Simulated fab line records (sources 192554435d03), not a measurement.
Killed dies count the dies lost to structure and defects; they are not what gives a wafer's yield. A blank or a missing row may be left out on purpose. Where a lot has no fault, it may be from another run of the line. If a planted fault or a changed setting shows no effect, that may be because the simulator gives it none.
Chamber matching ; flow n5_finfet ; N5_BEOL_M5_ETCH_72 on rie_diel-02: 4 sister chambers
The step etches underlayer in N2/H2, target depth 6.5 nm, time 5.2 s. 14 wafers are shown with their chamber, then 7 later ones without.

WAFERS PAIRED WITH THEIR CHAMBERS
wafer;chamber;showerhead_plenum_p_Torr (Torr);oes_product_au (a.u.);throttle_valve_pct (%)
L074.2;1;2.43;0.63;18.13
L074.5;2;2.47;0.73;17.85
L074.6;1;2.43;0.63;18.13
L079.3;1;2.43;0.64;18.15
L079.5;0;2.60;0.80;17.79
L079.6;1;2.43;0.63;18.13
L081.1;0;2.60;0.82;17.77
L081.3;2;2.47;0.72;17.86
L081.6;3;2.43;0.62;17.92
L083.1;0;2.59;0.80;17.77
L083.4;1;2.43;0.62;18.14
L083.6;2;2.47;0.73;17.89
L085.2;2;2.46;0.72;17.87
L085.3;3;2.42;0.61;17.97

SIGNATURES (averages over the wafers above)
reading;chamber 0;chamber 1;chamber 2;chamber 3;scatter within a chamber
showerhead_plenum_p_Torr;2.5967;2.4300;2.4675;2.4250;0.00438
oes_product_au;0.8067;0.6300;0.7250;0.6150;0.00785
throttle_valve_pct;17.7767;18.1360;17.8675;17.9450;0.0165
Rule: for each reading, subtract the chamber's mean from the wafer's reading, divide by that reading's scatter and square the result; add these up over the readings and take the root, which gives the wafer's distance from the chamber. If the next closest chamber is less than 2 further off than the closest, the wafer can't be placed; otherwise it belongs to the closest. How the scatter is found: for the shown wafers, subtract from each reading the mean of its chamber, square and add these, divide the total by (wafers less chambers), then take the root.

WAFERS WITH NO CHAMBER GIVEN
wafer;showerhead_plenum_p_Torr (Torr);oes_product_au (a.u.);throttle_valve_pct (%)
L085.6;2.42;0.60;17.94
L087.2;2.59;0.79;17.78
L087.3;2.42;0.62;17.96
L087.5;2.59;0.79;17.77
L091.1;2.42;0.59;17.98
L091.4;2.46;0.70;17.92
L091.6;2.58;0.77;17.83

THE CHAMBER EACH PASSED THROUGH
wafer;from the rows above;in truth
L085.6;3;3
L087.2;0;0
L087.3;3;3
L087.5;0;0
L091.1;3;3
L091.4;2;2
L091.6;0;0
Correctly placed: 7 of 7. Left unplaced by these rows: 0. 0 placed wrongly.
